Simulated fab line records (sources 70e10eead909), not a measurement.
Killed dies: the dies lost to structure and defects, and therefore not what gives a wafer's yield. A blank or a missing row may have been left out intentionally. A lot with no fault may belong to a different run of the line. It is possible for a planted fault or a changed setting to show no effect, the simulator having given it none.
fab line records | flow nandHarc
record: lots: 11 wafers: 33 lastDay: 25
route steps=1159 shown A_M0@1023 A_M1@1038 A_BONDPAD@1077 END@1159
lots untouched by any fault: they come from a run of this same line in which no faults occurred
startH: the number of hours between the record's first day and the start of the first shown wafer of the lot | waitH: hours from the lot's prior step to this one | " repeats the value in the row above | L1.1+2: a row that stands for several wafers | - no value present, or no start provided | * or withheld: withheld | < > ~ a bound
route shown NAME@n: NAME is a module with steps in the file, n the number in the route of the first one | usual: mean/standard deviation taken from wafers without a fault | same: alike in all rows | chamber/n: place in a boat | sites: readings site by site | _std_site: standard deviation across them | _edge_site: outer sites' mean less inner sites' | radiusMm: for every site, how far away it sits from the centre of the wafer | mask NAME#n: copy n | behind: the last tool/chamber to shape the wafer | hold: why the lot went on hold/how many hours it stayed there/how the hold came to an end | device: the transistor (n, p or np) that didn't switch | end of line: the same wafers' tests at the end of the route | a step given without rows: its recipe and nothing more | killed: dies that structure and defects cost at the first sort, which is not the same as the wafer's yield | map: per-die view of a wafer (x killed, . not killed, _ where there is no die)
set.NAME: the setting as run; set.NAME@STEP: as run at that earlier step | model.NAME: the simulator's own value behind a step, which no gauge read
steps of the route over a sample of lots; a table a step, a row a wafer
services: the hour from which a tool's chamber was out of use, counted from the record's first day as startH (under 0 if before that day), plus the number of hours and why
== steps ==
step: NHARC_A_M0_INSPECT_27
usual: rawDefectCount: 457/140
columns lot.wafer tool chamber startH waitH rawDefectCount
L516.2 defectInspect-02 - 406.28 0.0 608
L516.3 " - " " 650
L516.6 " - " " 636
L515.1 defectInspect-01 - 406.88 0.0 388
L515.3 " - " " 311
L515.6 " - " " 417
L517.1 defectInspect-01 - 407.17 0.0 406
L517.4 " - " " 448
L517.5 " - " " 434
L521.2 defectInspect-02 - 444.73 0.0 374
L521.4 " - " " 473
L521.6 " - " " 415
L526.3 defectInspect-02 - 456.01 0.0 557
L526.4 " - " " 371
L526.5 " - " " 578
L525.3 defectInspect-02 - 467.53 0.0 646
L525.5 " - " " 625
L525.6 " - " " 652
L524.1 defectInspect-02 - 478.39 0.0 509
L524.3 " - " " 401
L524.6 " - " " 423
L529.1 defectInspect-01 - 498.60 0.0 378
L529.3 " - " " 342
L529.5 " - " " 380
L533.1 defectInspect-02 - 511.83 0.0 340
L533.5 " - " " 266
L533.6 " - " " 215
L535.3 defectInspect-02 - 512.21 0.0 405
L535.4 " - " " 328
L535.6 " - " " 343
L538.1 defectInspect-02 - 544.35 0.0 463
L538.3 " - " " 388
L538.6 " - " " 491
step: NHARC_A_M1_INSPECT_11
usual: rawDefectCount: 32/15
columns lot.wafer tool chamber startH waitH rawDefectCount
L516.2 defectInspect-02 - 407.94 0.0 36
L516.3 " - " " 38
L516.6 " - " " 32
L515.1 defectInspect-02 - 408.37 0.0 23
L515.3 " - " " 21
L515.6 " - " " 28
L517.1 defectInspect-01 - 408.69 0.0 33
L517.4 " - " " 49
L517.5 " - " " 36
L521.2 defectInspect-01 - 446.25 0.0 18
L521.4 " - " " 17
L521.6 " - " " 10
L526.3 defectInspect-01 - 457.55 0.0 37
L526.4 " - " " 25
L526.5 " - " " 27
L525.3 defectInspect-02 - 469.30 0.0 39
L525.5 " - " " 33
L525.6 " - " " 31
L524.1 defectInspect-01 - 479.91 0.0 13
L524.3 " - " " 13
L524.6 " - " " 16
L529.1 defectInspect-01 - 500.13 0.0 56
L529.3 " - " " 41
L529.5 " - " " 42
L533.1 defectInspect-01 - 513.39 0.0 14
L533.5 " - " " 14
L533.6 " - " " 20
L535.3 defectInspect-01 - 513.75 0.0 37
L535.4 " - " " 36
L535.6 " - " " 39
L538.1 defectInspect-01 - 546.08 0.0 20
L538.3 " - " " 26
L538.6 " - " " 26
step: NHARC_A_M1_STRIP_18
recipe: powerW: 1000 n2FlowSccm: 150 h2FlowSccm: 150 arFlowSccm: 0 biasW: 0 chemistry: N2/H2
usual: drypumpMotorCurrentA: 5.7/0.58 oesProductAu: 1.000/0.0084 powerW: 1000/3 rfVppV: 90.9/1 showerheadPlenumPTorr: 2.08/0.11 throttleValvePct: 14.171/0.0091
columns lot.wafer tool chamber startH waitH drypumpMotorCurrentA oesProductAu powerW rfHoursCounterH rfVppV showerheadPlenumPTorr throttleValvePct
L516.2 rieDiel-05 2 408.41 0.1 6.3 1.010 1003 0.4 89.5 2.21 14.163
L516.3 " 3 " " 5.3 0.985 999 1.9 92.2 2.19 14.157
L516.6 " 1 " " 4.8 1.006 1001 - 92.3 2.20 14.159
L515.1 rieDiel-05 3 408.84 0.1 5.2 0.992 1002 1.9 90.1 2.19 14.161
L515.3 " 1 " " 4.8 0.984 1000 2.0 92.6 2.20 14.168
L515.6 " 3 " " 5.2 0.990 1003 - 92.8 2.19 14.183
L517.4 rieDiel-11 0 409.14 0.1 5.3 1.007 996 2.1 91.7 2.16 14.186
L517.1 " 2 " " 6.1 1.008 997 1.7 90.9 2.15 14.171
L517.5 " 1 " " 5.6 0.996 1000 - 89.5 1.89 14.173
L521.2 rieDiel-07 3 446.70 0.1 6.1 1.010 999 2.8 89.8 1.94 14.198
L521.4 " 2 " " 6.4 1.001 994 2.7 90.3 2.09 14.170
L521.6 " 3 " " 6.1 1.015 999 - 89.9 1.94 14.169
L526.3 rieDiel-07 2 458.02 0.1 6.4 0.990 999 2.9 90.3 2.09 14.170
L526.5 " 1 " " 5.5 0.985 1001 - 91.0 2.02 14.173
L526.4 " 3 " " 6.1 0.996 1001 - 91.1 1.94 14.170
L525.3 rieDiel-11 1 469.74 0.1 5.6 0.992 1001 5.2 90.3 1.89 14.162
L525.5 " 1 " " 5.6 1.004 1002 - 90.9 1.89 14.171
L525.6 " 2 " " 6.1 0.991 1000 - 91.0 2.15 14.183
L524.3 rieDiel-07 2 480.38 0.1 6.4 0.990 1002 4.9 91.1 2.09 14.161
L524.1 " 3 " " 6.1 1.004 1004 5.6 90.0 1.94 14.172
L524.6 " 2 " " 6.4 1.001 999 - 89.1 2.09 14.162
L529.1 rieDiel-05 1 500.57 0.1 4.8 1.004 1002 4.2 94.2 2.20 14.173
L529.3 " 3 " " 5.3 0.986 1001 3.7 90.8 2.19 14.187
L529.5 " 1 " " 4.8 0.996 1000 - 91.0 2.20 14.174
L533.1 rieDiel-05 3 513.91 0.1 5.2 0.989 994 4.2 91.7 2.19 14.172
L533.5 " 0 " " 6.5 1.004 1001 - 90.5 2.13 14.155
L533.6 " 1 " " 4.8 1.003 1002 - 92.5 2.20 14.172
L535.3 rieDiel-11 2 514.21 0.1 6.1 0.990 1003 7.5 91.6 2.14 14.186
L535.4 " 0 " " 5.3 1.014 999 8.3 91.1 2.15 14.180
L535.6 " 1 " " 5.6 1.002 997 - 89.0 1.89 14.173
L538.3 rieDiel-07 2 546.51 0.1 6.4 0.992 998 11.3 91.3 2.09 14.172
L538.1 " 0 " " 5.2 0.987 1001 11.4 90.4 2.03 14.171
L538.6 " 2 " " 6.4 1.002 999 - 90.5 2.09 14.179
step: NHARC_A_BONDPAD_ETCH_12
recipe: targetDepthA: 2200 timeS: 110 chf3FlowSccm: 50 o2FlowSccm: 10 arFlowSccm: 200 rfW: 500 biasW: 200 chemistry: CHF3/O2
usual: drypumpMotorCurrentA: 5.6/0.65 oesProductAu: 0.936/0.019 rfVppV: 371.6/2 runLengthS: 131.4/0.35 showerheadPlenumPTorr: 2.45/0.088 throttleValvePct: 20.572/0.0093
columns lot.wafer tool chamber startH waitH drypumpMotorCurrentA oesProductAu rfHoursCounterH rfVppV runLengthS showerheadPlenumPTorr throttleValvePct
L516.2 rieDiel-03 2 412.92 - 5.0 0.971 0 368.6 131.8 2.33 20.582
L516.3 " 3 " " 5.2 0.969 0 372.9 131.4 2.52 20.577
L516.6 " 2 " " 5.0 0.979 - 369.3 132.0 2.33 20.566
L515.3 rieDiel-03 1 413.46 - 4.8 0.948 1 371.5 131.1 2.48 20.581
L515.1 " 2 " " 5.1 0.973 1 368.5 131.5 2.33 20.572
L515.6 " 0 " " 6.5 0.929 - 374.2 131.5 2.53 20.564
L517.4 rieDiel-06 1 413.81 - 6.5 0.928 62 370.7 131.4 2.49 20.580
L517.1 " 3 " " 6.2 0.933 53 366.0 131.8 2.22 20.587
L517.5 " 1 " " 6.6 0.934 - 372.5 130.8 2.49 20.562
L521.4 rieDiel-03 3 451.15 - 5.2 0.931 2 374.2 131.1 2.52 20.565
L521.2 " 0 " " 6.5 0.936 2 374.3 131.1 2.53 20.578
L521.6 " 3 " " 5.2 0.931 - 373.6 131.1 2.52 20.562
L526.4 rieDiel-03 1 462.58 - 4.8 0.963 2 372.6 53.7 2.48 20.557
L526.3 " 2 " " 5.0 0.968 2 367.9 131.6 2.33 20.569
L526.5 " 0 " " 6.6 0.953 - 374.0 131.6 2.53 20.566
L525.3 rieDiel-03 2 474.46 0.2 5.0 0.943 - 370.5 131.6 2.33 20.558
L525.6 " 1 " " 4.8 0.943 - 372.0 53.3 2.48 20.563
L525.5 " 2 " " 5.0 0.962 - 369.6 132.0 2.33 20.564
L524.3 rieDiel-03 1 484.95 - 4.8 0.951 3 372.3 53.4 2.48 20.579
L524.1 " 2 " " 5.0 0.955 3 368.4 131.6 2.33 20.583
L524.6 " 0 " " 6.5 0.928 - 373.5 131.4 2.53 20.570
L529.1 rieDiel-04 1 506.13 - 5.5 0.972 5 373.3 131.7 2.54 20.582
L529.3 " 2 " " 5.8 0.956 6 369.4 130.8 2.36 20.561
L529.5 " 1 " " 5.4 0.980 - 374.5 131.2 2.54 20.583
L533.1 rieDiel-04 1 518.71 - 5.4 0.925 7 374.1 131.1 2.54 20.563
L533.5 " 2 " " 5.8 0.921 - 369.5 131.2 2.36 20.564
L533.6 " 3 " " 5.1 0.910 - 367.7 131.6 2.28 20.576
L535.4 rieDiel-06 1 519.37 - 6.5 0.936 36 371.4 130.8 2.48 20.576
L535.3 " 2 " " 6.4 0.919 33 371.7 131.6 2.42 20.578
L535.6 " 0 " " 5.9 0.935 - 372.1 131.4 2.42 20.563
L538.3 rieDiel-03 2 551.06 - 5.0 0.909 6 369.5 131.9 2.33 20.582
L538.1 " 3 " " 5.2 0.908 5 373.2 131.3 2.52 20.588
L538.6 " 0 " " 6.6 0.917 - 373.1 131.3 2.53 20.566
step: NHARC_END_SORT_01
recipe: tempC: 25
usual: defectLimitedYield: 95.6/1.6 killedAtArray: 26/11 killedAtOther: 0.4/0.78 killedAtPeriphery: 3.4/2.4 killedDies: 29/11 killedOpen: 3.1/1.9 killedShort: 1.9/1.4 sort_bin_2_pct: 1.3/0.63 sort_bin_3_pct: 0.20/0.18 sort_bin_4_pct: 2.8/1.1 sortNPass: 648/11 sortRimYieldPct: 95/3.4 sortYieldPct: 95.6/1.6
same: grossDies: 677 sort_bin_5_pct[%]: 0 sort_bin_6_pct[%]: 0 sort_bin_7_pct[%]: 0 sort_bin_8_pct[%]: 0 sortRimNGross: 106.00
columns lot.wafer tool chamber startH waitH defectLimitedYield[%] killedAtArray killedAtOther killedAtPeriphery killedDies killedOpen killedShort sort_bin_2_pct[%] sort_bin_3_pct[%] sort_bin_4_pct[%] sortNPass sortRimYieldPct[%] sortYieldPct[%]
L526.3 prober-01 0 538.20 3.1 94.5 37 0 0 37 4 2 1.2 0.15 4.1 640 96 94.5
L526.4 prober-01 0 539.00 3.4 0 670 0 7 677 3 1 97.2 0.30 2.5 0 0 0
L526.5 prober-01 0 539.81 3.7 95.3 31 0 1 32 3 3 1.5 0 3.2 645 98 95.3
L525.3 prober-01 0 553.86 3.1 94.7 32 0 4 36 8 2 1.8 0.30 3.2 641 95 94.7
L525.5 prober-01 0 555.46 3.7 95.9 26 0 2 28 3 1 1.2 0.15 2.8 649 100 95.9
L525.6 prober-01 0 556.26 4.0 0 671 0 6 677 7 2 97.2 0.15 2.7 0 0 0
L524.1 prober-02 0 560.14 2.5 97.5 16 0 1 17 2 4 0.4 0.15 1.9 660 95 97.5
L524.3 prober-02 0 561.75 3.1 0 674 0 3 677 4 1 97.9 0 2.1 0 0 0
L524.6 prober-02 0 564.15 4.0 97.5 13 1 3 17 2 0 1.0 0 1.5 660 96 97.5
L533.1 prober-01 0 591.29 2.5 98.5 7 0 3 10 2 1 0.4 0 1.0 667 99 98.5
L533.5 prober-01 0 594.49 3.7 98.1 13 0 0 13 3 0 0.7 0.44 0.7 664 98 98.1
L533.6 prober-01 0 595.29 4.0 98.1 11 0 2 13 2 1 0.4 0 1.5 664 95 98.1
killed by level:class
L526.3 A_SLIT:chamberFilmFlake=19 A_CONTACT:chamberFilmFlake=8 A_CHANNEL_HOLE_D1:chamberFilmFlake=3 A_CONTACT:geometricParticle:open=2 A_SOURCE_PLATE:geometricParticle:open=1 A_CHANNEL_FILL_D1:geometricParticle:open=1 A_SGD_CUT:geometricParticle:short=1 A_M1:geometricParticle:short=1
L526.4 A_BONDPAD:areaEtch=654 A_CHANNEL_HOLE_D1:chamberFilmFlake=4 A_SLIT:chamberFilmFlake=4 A_CONTACT:chamberFilmFlake=4 P_GATE:chamberFilmFlake=3 A_CHANNEL_HOLE_D1:geometricParticle:open=2 P_STI:chamberFilmFlake=2 P_M0:geometricParticle:short=1
L526.5 A_SLIT:chamberFilmFlake=10 A_CONTACT:chamberFilmFlake=10 A_CHANNEL_HOLE_D1:chamberFilmFlake=4 A_CONTACT:geometricParticle:open=2 A_CHANNEL_HOLE_D1:geometricParticle:short=1 A_WL_FILL:geometricParticle:open=1 A_WL_FILL:geometricParticle:short=1 A_M1:geometricParticle:short=1
L525.3 A_CHANNEL_HOLE_D1:chamberFilmFlake=19 A_STAIRCASE:chamberFilmFlake=5 P_CONTACT:geometricParticle:open=3 A_BLC:geometricParticle:open=3 A_WL_FILL:geometricParticle:short=1 A_CONTACT:geometricParticle:open=1 A_M0:geometricParticle:open=1 A_M1:geometricParticle:short=1
L525.5 A_CHANNEL_HOLE_D1:chamberFilmFlake=20 A_CONTACT:geometricParticle:open=2 A_CONTACT:chamberFilmFlake=2 P_GATE:geometricParticle:open=1 A_M1:geometricParticle:short=1 P_M0:chamberFilmFlake=1 A_STAIRCASE:chamberFilmFlake=1
L525.6 A_BONDPAD:areaEtch=649 A_CHANNEL_HOLE_D1:chamberFilmFlake=11 A_STAIRCASE:chamberFilmFlake=3 P_M0:chamberFilmFlake=2 P_GATE:geometricParticle:open=1 P_CONTACT:geometricParticle:open=1 P_M0:geometricParticle:open=1 A_CHANNEL_HOLE_D1:geometricParticle:open=1
L524.1 A_CONTACT:chamberFilmFlake=5 A_CHANNEL_HOLE_D1:chamberFilmFlake=2 A_WL_FILL:chamberFilmFlake=2 P_M1:geometricParticle:short=1 A_ONON_D1:geometricParticle:short=1 A_CHANNEL_HOLE_D1:geometricParticle:open=1 A_CHANNEL_FILL_D1:geometricParticle:short=1 A_M0:geometricParticle:short=1
L524.3 A_BONDPAD:areaEtch=660 A_CHANNEL_HOLE_D1:chamberFilmFlake=4 A_STAIRCASE:chamberFilmFlake=2 A_WL_FILL:chamberFilmFlake=2 A_CONTACT:chamberFilmFlake=2 P_CONTACT:geometricParticle:open=1 A_CHANNEL_HOLE_D1:geometricParticle:short=1 A_SGD_CUT:geometricParticle:open=1
L524.6 A_CONTACT:chamberFilmFlake=4 P_ZERO_WELL:chamberFilmFlake=3 A_CHANNEL_HOLE_D1:chamberFilmFlake=2 A_STAIRCASE:chamberFilmFlake=2 A_SOURCE_PLATE:geometricParticle:open=1 A_CONTACT:geometricParticle:open=1 A_SGD_CUT:chamberFilmFlake=1 A_SLIT:chamberFilmFlake=1
L533.1 A_CHANNEL_HOLE_D1:chamberFilmFlake=2 A_CONTACT:chamberFilmFlake=2 P_GATE:geometricParticle:short=1 A_CONTACT:geometricParticle:open=1 A_BLC:geometricParticle:open=1 P_ZERO_WELL:chamberFilmFlake=1 P_STI:chamberFilmFlake=1 A_BLC:chamberFilmFlake=1
L533.5 A_CHANNEL_HOLE_D1:chamberFilmFlake=5 A_CONTACT:chamberFilmFlake=4 A_CHANNEL_FILL_D1:geometricParticle:open=1 A_WL_FILL:geometricParticle:open=1 A_M0:geometricParticle:open=1 A_SLIT:chamberFilmFlake=1
L533.6 A_CHANNEL_HOLE_D1:chamberFilmFlake=6 P_GATE:geometricParticle:open=1 P_CONTACT:geometricParticle:open=1 A_SGD_CUT:geometricParticle:short=1 A_ZERO_WELL:chamberFilmFlake=1 A_STAIRCASE:chamberFilmFlake=1 A_WL_FILL:chamberFilmFlake=1 A_CONTACT:chamberFilmFlake=1
== services ==
columns tool chamber startH hours kind
rieDiel-03 - 392.30 9.0 pm
rieDiel-03 0 392.30 9.0 ventCycle
rieDiel-03 1 392.30 9.0 ventCycle
rieDiel-04 3 397.47 2.3 repair
rieDiel-03 - 404.87 1.6 repair
rieDiel-05 2 405.03 1.8 repair
rieDiel-07 - 405.20 9.0 pm
rieDiel-11 0 409.98 2.8 repair
rieDiel-06 - 418.27 9.0 pm
rieDiel-05 1 421.10 2.6 repair
rieDiel-05 3 430.96 18.6 repair
rieDiel-05 1 439.67 4.6 repair
rieDiel-07 0 451.34 10.0 repair
rieDiel-04 - 466.30 9.0 pm
rieDiel-03 - 467.76 0.7 repair
rieDiel-07 - 468.73 0.9 repair
rieDiel-03 0 468.93 12.0 repair
rieDiel-03 3 472.55 14.5 repair
rieDiel-03 - 478.87 0.9 repair
rieDiel-07 1 484.84 18.3 repair
rieDiel-11 3 507.58 1.8 repair
rieDiel-05 - 517.60 9.0 pm
rieDiel-07 1 520.22 5.6 repair
rieDiel-11 - 543.51 9.0 pm
== key ==
firstSign: step: NHARC_A_BONDPAD_ETCH_12 reading: runLengthS direction: down sigmas: 99+ usual: * struck: *
effect: step: NHARC_END_SORT_01 reading: sort_bin_2_pct direction: up sigmas: 99+ usual: 1.3 struck: 97.4
moreKillsBornAt: NHARC_A_BONDPAD_ETCH_12@rieDiel-03: 1963
metAt NHARC_A_BONDPAD_ETCH_12
struckLots L524,L525,L526
struckWafers L524.3,L525.6,L526.4
laterRowsLeftOut L524.3,L525.6,L526.4
notActingAt NHARC_A_M0_INSPECT_27,NHARC_A_M1_INSPECT_11,NHARC_A_M1_STRIP_18
onsetBetween 413.46 462.58
fault: kind: processParameterDrift tool: rieDiel-03 chamber: 1 onsetH: 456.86 steps: NHARC_A_BONDPAD_ETCH_12 channel: timeS offset: * shape: step endH: 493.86 actsIn: * stated: *
laterRowsLeftOut: the simulator's readings of these wafers behind a module that went badly wrong aren't trusted and aren't shown, but for the sort
